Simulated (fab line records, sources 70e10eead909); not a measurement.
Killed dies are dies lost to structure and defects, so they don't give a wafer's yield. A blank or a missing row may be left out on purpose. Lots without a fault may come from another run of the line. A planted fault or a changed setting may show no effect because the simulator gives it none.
One fault seen from 2 desks | flow nand_harc | each desk has only its own numbers; what lay behind them comes last

THE METROLOGY DESK
What the gauges read, lot by lot, whatever tool the lot ran on: means of the sampled wafers that have a number. A lot is out of limits, marked OUT, if its mean lies more than 4 standard deviations from the usual mean; the brackets give that distance.
Columns: A = cd_nm at NHARC_P_ZERO_WELL_CD_MEAS_24, usual 719.6 nm; B = cd_nm at NHARC_P_GATE_CD_MEAS_11, usual 1640.4 nm
lot  | first seen here | A     | B
L410 | day 1 22:21     | 719.6 | 1639.0
L411 | day 2 09:29     | 717.9 | 1640.0
L412 | day 2 18:36     | 718.8 | 1641.3
L413 | day 3 04:37     | 717.9 | 1640.7
L414 | day 3 14:29     | 719.3 | 1639.3
L415 | day 4 00:35     | 719.1 | 1639.0
L417 | day 4 20:47     | 721.0 | 1638.0
L422 | day 6 22:39     | 722.2 | 1641.3
L425 | day 8 04:35     | 720.4 | 1639.1
L427 | day 9 00:37     | 720.4 | 1642.1
L429 | day 9 20:31     | 721.0 | 1641.8
L430 | day 10 06:39    | 719.4 | 1639.0
L431 | day 10 16:38    | 719.5 | 1639.4
L433 | day 11 12:29    | 720.8 | 1638.8
This desk's finding: nothing out of limits on any of the 14 lots.

THE TOOL OWNER'S DESK: ald_sin-04
The tool's own readings at NHARC_P_GATE_ALD_36 (deposits SiNx, target thk 20 nm, pulse time 60 s, ald cycles 223): means of the sampled wafers that have a number, for each lot that ran on this tool. A lot is out of limits, marked OUT, if its mean lies more than 4 standard deviations from the usual mean; the brackets give that distance.
Columns: A = heater_power_w at NHARC_P_GATE_ALD_36, usual 835 W; B = precursor_pulse_height_rel at NHARC_P_GATE_ALD_36, usual 1.003
lot  | first seen here | A   | B
L411 | day 5 08:37     | 846 | 1.012
L413 | day 6 11:02     | 852 | 1.011
L422 | day 10 08:46    | 847 | 0.988
L425 | day 11 05:33    | 782 | 1.005
L431 | day 14 06:38    | 804 | 1.022
This desk's finding: nothing out of limits on any of the 5 lots.

PUT TOGETHER
The metrology desk saw nothing out of limits.
The tool owner's desk saw nothing out of limits.

WHAT THE SIMULATOR HAD PUT IN
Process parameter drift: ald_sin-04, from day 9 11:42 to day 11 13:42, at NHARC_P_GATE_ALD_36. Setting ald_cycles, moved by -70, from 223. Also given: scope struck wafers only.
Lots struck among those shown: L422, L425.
